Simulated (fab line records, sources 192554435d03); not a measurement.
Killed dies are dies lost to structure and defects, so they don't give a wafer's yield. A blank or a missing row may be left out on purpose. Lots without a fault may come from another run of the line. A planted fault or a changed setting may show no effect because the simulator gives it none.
Which tool did it? | flow n5_finfet | 8 lots, 24 wafers sampled, at 2 steps of a route of 1938

WHAT THE GAUGES READ, wafer by wafer
N5_DUMMY_GATE_CD_MEAS_50: target cd 14 nm.
lot  | measured    | on        | cd_nm (nm)
L829 | day 3 04:05 | cd_sem-02 | 14.3 13.8 13.4
L831 | day 3 12:08 | cd_sem-02 | 14.1 14.3 14.0
L834 | day 4 05:50 | cd_sem-02 | 14.1 14.2 13.5
L846 | day 7 05:06 | cd_sem-02 | 14.4 14.2 9.9
L847 | day 7 15:56 | cd_sem-03 | 14.5 9.5 14.0
L850 | day 8 04:28 | cd_sem-01 | 14.1 14.3 14.5
L851 | day 8 13:38 | cd_sem-02 | 13.9 14.2 13.9
L852 | day 8 15:34 | cd_sem-03 | 13.7 14.3 14.2

WHICH TOOL RAN EACH LOT (tool, then ch and the chambers of the sampled wafers, then the start)
lot  | N5_DUMMY_GATE_TRIM_49
L829 | rie_si-02 ch 0,1,3, day 3 03:50
L831 | rie_si-04 ch 0,1, day 3 11:52
L834 | rie_si-02 ch 0,1,3, day 4 05:41
L846 | rie_si-02 ch 0,1,3, day 7 04:58
L847 | rie_si-02 ch 1,2,3, day 7 15:47
L850 | rie_si-01 ch 2,3, day 8 04:19
L851 | rie_si-01 ch 1,2, day 8 13:29
L852 | rie_si-01 ch 0,2,3, day 8 15:25
- N5_DUMMY_GATE_TRIM_49: chemistry O2, time 29 s, target cd 14 nm.

THE ANSWER, worked out from the rows above alone
Rule: what is usual is taken from the lots themselves. Put in order of their means at a reading, lots are off if they are a third of the lots or fewer, leave a main group of 4 or more, and stand apart from it by a gap of 3 or more times the standard deviation of the main group's means; of several such gaps the widest counts. A main group whose means are all the same, to the digits that the tables above print for the reading, isn't used. A lot without any number at a reading at which 4 lots or more have one is off too. The other lots that the step has rows for count as sound.
Off: L846, L847, at N5_DUMMY_GATE_CD_MEAS_50 (cd_nm). The main group: mean 14.0 nm, standard deviation 0.15.
A tool fits if, at a process step before that reading, it ran every lot that is off, and no sound lot after the first of them. The gauges at N5_DUMMY_GATE_CD_MEAS_50 are tried like those tools. One fits: rie_si-02 at N5_DUMMY_GATE_TRIM_49. Its last sound lot is L834 (day 4 05:41), its first lot that is off L846 (day 7 04:58): a fault that began between those two fits.

WHAT THE SIMULATOR HAD PUT IN
Process parameter drift: rie_si-02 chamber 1, from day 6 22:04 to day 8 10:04, at N5_DUMMY_GATE_TRIM_49. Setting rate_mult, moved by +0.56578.
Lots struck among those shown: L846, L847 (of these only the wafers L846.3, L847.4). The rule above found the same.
